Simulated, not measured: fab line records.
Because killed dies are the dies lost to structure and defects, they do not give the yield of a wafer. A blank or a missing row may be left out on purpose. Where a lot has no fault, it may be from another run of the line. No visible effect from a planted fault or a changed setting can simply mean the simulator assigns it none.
Struck lot and sound lot, side by side + flow n5_finfet + 32 steps out of a route of 1938
Sound: the wafers L623.1, L623.3, L623.5. Wafers struck: L629.1, L629.5, L629.6. The cause is named last.
At each step with rows: each side's tool, then ch and its chambers, then its first start. Under that, the readings that differ: sound wafers + struck wafers + difference of the means + sigmas: that difference in standard deviations of wafers without a fault.
alike: a reading whose means differ by less than 2 such deviations, as well as words and numbers matching on both sides. not compared: withheld readings; readings where some wafer has no value; bounds like >300 that might hide an equal value; numbers whose values overlap and for which the record gives no deviation.
Wherever a step has rows on one side only, a row that says differs or no value, or a row with sigmas, the two part there. Numbers that don't overlap but have no deviation are shown without sigmas and don't part them. A reading that every wafer of one side lacks parts them only if that side has two wafers or more.

first, 7 steps without rows for these wafers: N5_SD_EPI_P_SRD_25 (time 30 s); N5_SD_ACTIVATION_RTA_00 (time 0 s); N5_SD_ACTIVATION_LSA_01 (time 0.0008 s); N5_ILD0_LINER_00 (material SiNx, target thk 4 nm, pulse time 1 s, purge time 2 s); N5_ILD0_FCVD_FILL_01 (material SiO2 flowable, target thk 200 nm, time 328.3 s); N5_ILD0_CURE_02 (time 1800 s); N5_ILD0_CMP_03 (polishes, stops on SiNx, t overpolish 1.9 s, target thk 197.38 nm).
N5_ILD0_CMP_07: polishes SiO2 flowable, stops on poly-Si, t overpolish 1.18 s, target thk 138.88 nm.
  sound on cmp-03 ch 0,1,3, day 3 22:37; struck on cmp-03 ch 1,2,3, day 5 09:35
  alike: motor_current_A
then, 23 steps without rows for these wafers: N5_ILD0_PRECLEAN_10 (cleans in NF3:NH3, afs cycles 5, time 20 s, sublimation time 60 s); N5_ILD0_ALD_15 (deposits SiNx, target thk 24 nm, pulse time 1 s, ald cycles 480); N5_ILD0_CMP_12 (polishes SiNx, stops on poly-Si, t overpolish 6 s, target thk 17.67 nm); N5_SDB_HM_DEP_00 (deposits SiNx from SiH4/NH3/N2, target thk 40 nm, time 35.3 s); N5_SDB_COAT_03 (time 60 s, resist thk 100 nm); N5_SDB_COAT_04 (time 60 s, resist thk 18 nm); N5_SDB_COAT_05 (resist thk 90 nm); N5_SDB_EBR_07; N5_SDB_SOFTBAKE_06 (time 60 s); N5_SDB_EXPOSE_08 (exposes mask SDB); N5_SDB_PEB_09 (peb time 60 s); N5_SDB_DEVELOP_10 (develop time 30 s); N5_SDB_DESCUM_16 (chemistry O2, time 7.9 s); N5_SDB_ETCH_17 (etches SiARC in CF4, target depth 23.4 nm, time 39 s); N5_SDB_ETCH_18 (etches SOC in N2/H2, target depth 100 nm, overetch 20 nm, time 150 s); N5_SDB_STRIP_19 (strips in N2/H2); N5_SDB_STRIP_21 (strips in CF4); N5_SDB_HM_OPEN_20 (chemistry CH3F/O2, target SiNx, stops on poly-Si, target depth 24 nm); N5_SDB_STRIP_22 (strips in N2/H2); N5_SDB_PRECLEAN_23 (cleans in dHF, time 30 s); N5_SDB_DUMMY_REMOVE_24 (chemistry TMAH, target poly-Si, stops on SiO2, target depth 142 nm, time 57 s, rinse time 30 s); N5_SDB_ETCH_25 (etches SiO2 in C4F6/O2, target depth 10 nm, time 3.3 s); N5_SDB_CUT_ETCH_26 (etches Si in HBr/Cl2/O2, target depth 129.6 nm, bt time 20 s, time 51.8 s).
-- the record jumps here: 9 days lie between the struck wafers' starts before and after (it left off in module SDB and takes up again in module PASSIVATION, whose first step shown is number 1936 of the route) --
N5_PASSIVATION_PROBE_49:
  only the struck wafers here have rows in the record (prober-01, day 14 10:29); the sound ones have none

WHERE THEY PART
Within this record, at N5_PASSIVATION_PROBE_49 only.

WHY: what the simulator had put in
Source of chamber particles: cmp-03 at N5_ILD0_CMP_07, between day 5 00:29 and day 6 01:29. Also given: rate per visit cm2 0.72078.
